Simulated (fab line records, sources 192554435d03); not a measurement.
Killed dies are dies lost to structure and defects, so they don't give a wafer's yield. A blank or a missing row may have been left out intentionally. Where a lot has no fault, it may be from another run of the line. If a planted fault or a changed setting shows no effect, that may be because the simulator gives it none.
Comparing a struck lot with a sound one + flow n5Finfet + 42 steps out of a route of 1938
Sound: these wafers, L162.1, L162.2, L162.3. Struck: wafer L171.2. (L171.5 of the same lot was not struck and is left out.) The cause comes at the end.
Per side, at each step with rows, come the tool, then ch with its chambers, and then its first start. Under that, the readings that differ: sound wafers + struck wafers + difference of the means + sigmas: that difference in standard deviations of wafers without a fault.
alike: readings whose means differ by less than 2 such deviations, and words and numbers that are the same on both sides. not compared: withheld readings, readings that some wafer has no value for, bounds like >300 that may hide the same value, and numbers for which the record gives no deviation and whose values overlap.
The two part at a step that has a row with sigmas, a row that says differs or no value, or rows on one side only. Non-overlapping numbers with no deviation appear without sigmas and do not part them. A reading that every wafer of one side lacks parts them only if that side has two wafers or more.

first, 7 steps without rows for these wafers: N5_PMOS_HMC_CHANNEL_EPI_PRECLEAN_36 (cleans in O3/DIW, time 45 s); N5_PMOS_HMC_CHANNEL_EPI_PRECLEAN_18 (cleans in DHF, time 30 s); N5_PMOS_HMC_CHANNEL_EPI_SRD_19 (time 30 s); N5_PMOS_HMC_CHANNEL_EPI_EPI_20 (deposits SiGe30, target thk 59 nm); N5_PMOS_HMC_CHANNEL_EPI_HM_STRIP_35 (strips SiO2 in dHF, material SiO2, target depth 39.6 nm, time 216 s); N5_PMOS_HMC_CHANNEL_EPI_SRD_39 (time 30 s); N5_PMOS_HMC_CHANNEL_EPI_CMP_21 (polishes SiGe30, target thk 54 nm).
N5_PMOS_HMC_CHANNEL_EPI_THK_MEAS_22:
  struck on filmMetro-02, day 5 07:56; sound on filmMetro-02, day 3 01:48
  alike: HMC_CMP_THK
then, 4 steps without rows for these wafers: N5_PMOS_HMC_CHANNEL_EPI_PRECLEAN_40 (cleans in DHF, time 30 s); N5_PMOS_HMC_CHANNEL_EPI_PRECLEAN_37 (cleans in O3/DIW, time 45 s); N5_PMOS_HMC_CHANNEL_EPI_PRECLEAN_24 (cleans in DHF, time 30 s); N5_PMOS_HMC_CHANNEL_EPI_SRD_25 (time 30 s).
N5_PMOS_HMC_CHANNEL_EPI_EPI_26: deposits Si from SiH4/H2, target thk 3.8 nm, time 22.7 s.
  sound on epiRpcvd-02 ch 0, day 3 01:55; struck on epiRpcvd-01 ch 0, day 5 08:08
| reading                                            | sound             | struck | difference | sigmas |
|----------------------------------------------------|-------------------|--------|------------|--------|
| model.Si_of_PMOS_HMC_CHANNEL_EPI_EPI_26.thkNm (nm) | 3.786 3.764 3.786 | 2.979  | -0.800     |        |
  alike: throttleValvePct
N5_PMOS_HMC_CHANNEL_EPI_INSPECT_30: inspects for defects (darkfield).
  struck on defectInspect-01, day 5 08:39; sound on defectInspect-01, day 3 02:17
  alike: rawDefectCount
then, 6 steps without rows for these wafers: N5_FIN_SAQP_PRECLEAN_42 (cleans in O3/DIW, time 60 s); N5_FIN_SAQP_PRECLEAN_00 (cleans in SC1, time 60 s); N5_FIN_SAQP_PRECLEAN_44 (cleans in SC2, time 45 s); N5_FIN_SAQP_SRD_01 (time 30 s); N5_FIN_SAQP_ALD_61 (deposits SiO2, target thk 4 nm, pulse time 1 s, purge time 2 s); N5_FIN_SAQP_DENSIFY_62 (time 60 s).
N5_FIN_SAQP_HM_DEP_03: deposits SiNx from SiH4/NH3/N2, target thk 38 nm, time 33.6 s.
  sound on pecvd-03 ch 0,1,2, day 3 02:50; struck on pecvd-01 ch 1, day 5 10:35
| reading              | sound          | struck | difference | sigmas |
|----------------------|----------------|--------|------------|--------|
| throttleValvePct (%) | 40.4 42.0 38.7 | 45.7   | +5.3       | +2     |
  alike: heaterPowerW, showerheadPlenumPTorr
N5_FIN_SAQP_THK_MEAS_05:
  struck on filmMetro-01, day 5 10:40; sound on filmMetro-02, day 3 02:55
  alike: thkNm
then, 1 step without rows for these wafers: N5_FIN_SAQP_PECVD_47 (deposits a-Si from SiH4/He, target thk 45 nm, time 36.3 s).
N5_FIN_SAQP_PECVD_48: deposits SiNx from SiH4/NH3/N2, target thk 25 nm, time 22.1 s.
  sound on pecvd-01 ch 0,1,2, day 3 03:00; struck on pecvd-04 ch 2, day 5 10:45
  alike: heaterPowerW, showerheadPlenumPTorr, throttleValvePct
then, 1 step without rows for these wafers: N5_FIN_SAQP_PECVD_06 (deposits a-Si from SiH4/He, target thk 60 nm, time 48.1 s).
N5_FIN_SAQP_THK_MEAS_07:
  struck on filmMetro-02, day 5 10:53; sound on filmMetro-02, day 3 03:08
  alike: thkNm
then, 9 steps without rows for these wafers: N5_FIN_SAQP_HM_DEP_72 (deposits SiO2 from SiH4/N2O, target thk 12 nm, time 7.2 s); N5_FIN_SAQP_COAT_49 (time 60 s, resist thk 100 nm); N5_FIN_SAQP_COAT_50 (time 60 s, resist thk 35 nm); N5_FIN_SAQP_COAT_10 (resist thk 90 nm); N5_FIN_SAQP_EBR_12; N5_FIN_SAQP_SOFTBAKE_11 (time 60 s); N5_FIN_SAQP_EXPOSE_13 (exposes mask FIN CORE, target cd 35.6 nm); N5_FIN_SAQP_PEB_14 (peb time 60 s); N5_FIN_SAQP_DEVELOP_15 (develop time 30 s).
N5_FIN_SAQP_CD_MEAS_16: target cd 35.6 nm.
  sound on cdSem-02 ch 0, day 3 03:38; struck on cdSem-03 ch 0, day 5 11:22
  alike: cdNm
N5_FIN_SAQP_OVL_MEAS_17:
  sound on overlay-02 ch 0, day 3 03:40; struck on overlay-01 ch 0, day 5 11:24
  alike: FIN_CORE_OVL
N5_FIN_SAQP_INSPECT_18: inspects for defects (brightfield).
  struck on defectInspect-01, day 5 11:25; sound on defectInspect-02, day 3 03:42
| reading        | sound       | struck | difference | sigmas |
|----------------|-------------|--------|------------|--------|
| rawDefectCount | 595 759 534 | 394    | -235       | -2     |
N5_FIN_SAQP_DESCUM_21: chemistry O2, time 7.9 s.
  sound on rieDiel-04 ch 1,2,3, day 3 03:44; struck on rieDiel-03 ch 1, day 5 11:32
| reading                      | sound             | struck | difference | sigmas |
|------------------------------|-------------------|--------|------------|--------|
| rfHoursCounterH (h)          | 236 215 50        | 30     | -137       |        |
| rfVppV (V)                   | 240.2 240.5 243.8 | 245.7  | +4.2       | +2     |
| showerheadPlenumPTorr (Torr) | 1.98 1.98 2.14    | 2.22   | +0.19      | +2     |
  alike: drypumpMotorCurrentA, oesProductAu, throttleValvePct
N5_FIN_SAQP_ETCH_51: etches SiARC in CF4, target depth 45.5 nm, time 75.8 s.
  sound on rieDiel-04 ch 1,2,3, day 3 03:46; struck on rieDiel-03 ch 1, day 5 11:34
| reading                      | sound          | struck | difference | sigmas |
|------------------------------|----------------|--------|------------|--------|
| rfHoursCounterH (h)          | 236 215 50     | 30     | -137       |        |
| showerheadPlenumPTorr (Torr) | 2.02 2.04 2.17 | 2.27   | +0.19      | +2     |
  alike: drypumpMotorCurrentA, etchRfOnTimeS, oesProductAu, rfVppV, throttleValvePct
N5_FIN_SAQP_ETCH_52: etches SOC in N2/H2, target depth 100 nm, overetch 20 nm, time 150 s.
  sound on rieDiel-04 ch 1,2,3, day 3 03:49; struck on rieDiel-03 ch 1, day 5 11:38
| reading                      | sound          | struck | difference | sigmas |
|------------------------------|----------------|--------|------------|--------|
| rfHoursCounterH (h)          | 236 215 50     | 30     | -137       |        |
| rfVppV (V)                   | 521 519 525    | 529    | +7         | +2     |
| showerheadPlenumPTorr (Torr) | 2.41 2.41 2.58 | 2.71   | +0.24      | +2     |
  alike: drypumpMotorCurrentA, oesProductAu, throttleValvePct
N5_STI_FIN_REVEAL_CLEAN_19: cleans in O3/DIW, time 120 s.
  sound on wetBench-04 ch 0,6,7, day 3 19:42; struck on wetBench-06 ch 7, day 6 01:58
| reading                                            | sound       | struck | difference | sigmas |
|----------------------------------------------------|-------------|--------|------------|--------|
| model.Si_of_PMOS_HMC_CHANNEL_EPI_EPI_26.thkNm (nm) | 2.4 2.4 2.4 | 1.6    | -0.8       |        |

## WHERE THEY PART
Earliest at N5_FIN_SAQP_HM_DEP_03; latest, in this record, at N5_FIN_SAQP_ETCH_52.

WHY: what the simulator had put in
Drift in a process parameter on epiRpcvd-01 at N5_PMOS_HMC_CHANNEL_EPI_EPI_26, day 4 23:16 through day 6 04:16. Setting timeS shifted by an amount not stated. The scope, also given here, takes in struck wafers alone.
